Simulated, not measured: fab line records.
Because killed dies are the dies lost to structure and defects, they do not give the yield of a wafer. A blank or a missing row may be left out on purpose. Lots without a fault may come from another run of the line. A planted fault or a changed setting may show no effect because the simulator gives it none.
Chamber matching | flow nand-harc | NHARC_P_BONDPAD_CMP_19 on cmp-02: 4 sister chambers
The step polishes, t overpolish 30 s, cu recess touch 16 s, target thk 160.81 nm. 14 wafers are shown with their chamber, then 6 later ones without.

WAFERS, EACH WITH ITS CHAMBER
wafer  | chamber | motor-current-A (A) | slurry-flow-ml-min | overpolish-run-s (s)
L079.1 | 0       | 13.9                | 148.6              | 29.996
L079.3 | 3       | 10.0                | 149.4              | 30.013
L082.2 | 1       | 11.6                | 150.3              | 30.005
L082.4 | 3       | 10.7                | 150.0              | 30.013
L086.2 | 2       | 10.9                | 150.0              | 30.010
L086.4 | 1       | 11.8                | 149.6              | 30.019
L087.1 | 1       | 11.5                | 150.0              | 30.002
L087.2 | 3       | 11.5                | 149.3              | 30.000
L087.3 | 2       | 10.0                | 150.0              | 29.982
L088.1 | 0       | 13.2                | 149.8              | 29.999
L088.2 | 2       | 10.9                | 150.6              | 29.993
L088.3 | 1       | 11.4                | 150.3              | 29.991
L092.1 | 3       | 11.1                | 150.1              | 30.009
L092.4 | 2       | 10.9                | 150.1              | 29.990

SIGNATURES (averages over the wafers above)
reading            | chamber 0 | chamber 1 | chamber 2 | chamber 3 | scatter within a chamber
motor-current-A    | 13.550    | 11.575    | 10.675    | 10.825    | 0.466
slurry-flow-ml-min | 149.200   | 150.050   | 150.175   | 149.700   | 0.424
overpolish-run-s   | 29.99750  | 30.00425  | 29.99375  | 30.00875  | 0.00966
Rule: distance of a wafer from a chamber = root of the sum over the readings of ((wafer's reading minus chamber's mean) / reading's scatter) squared. The wafer belongs to the nearest chamber; if the next one is less than 2 further off, it can't be placed. The scatter is the square root of a quotient: the sum, over the shown wafers, of each reading's squared deviation from its chamber's mean, divided by wafers minus chambers.

WAFERS WITH NO CHAMBER GIVEN
wafer  | motor-current-A (A) | slurry-flow-ml-min | overpolish-run-s (s)
L094.3 | 11.8                | 149.8              | 30.003
L094.4 | 10.4                | 149.9              | 29.990
L095.1 | 11.4                | 150.1              | 29.993
L095.4 | 10.5                | 150.3              | 29.990
L097.3 | 11.9                | 150.2              | 30.002
L097.4 | 13.2                | 150.0              | 29.995

WHICH CHAMBER EACH ONE RAN IN
wafer  | from the rows above          | in truth
L094.3 | can't be placed: 1 or 3 or 2 | 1
L094.4 | can't be placed: 2 or 3 or 1 | 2
L095.1 | can't be placed: 1 or 2 or 3 | 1
L095.4 | can't be placed: 2 or 3      | 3
L097.3 | can't be placed: 1 or 3 or 2 | 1
L097.4 | can't be placed: 0 or 1      | 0
Placed correctly: 0 of 6. Unplaceable from these rows: 6, with the true chamber sitting among the candidates in 6. Placed wrongly: 0.
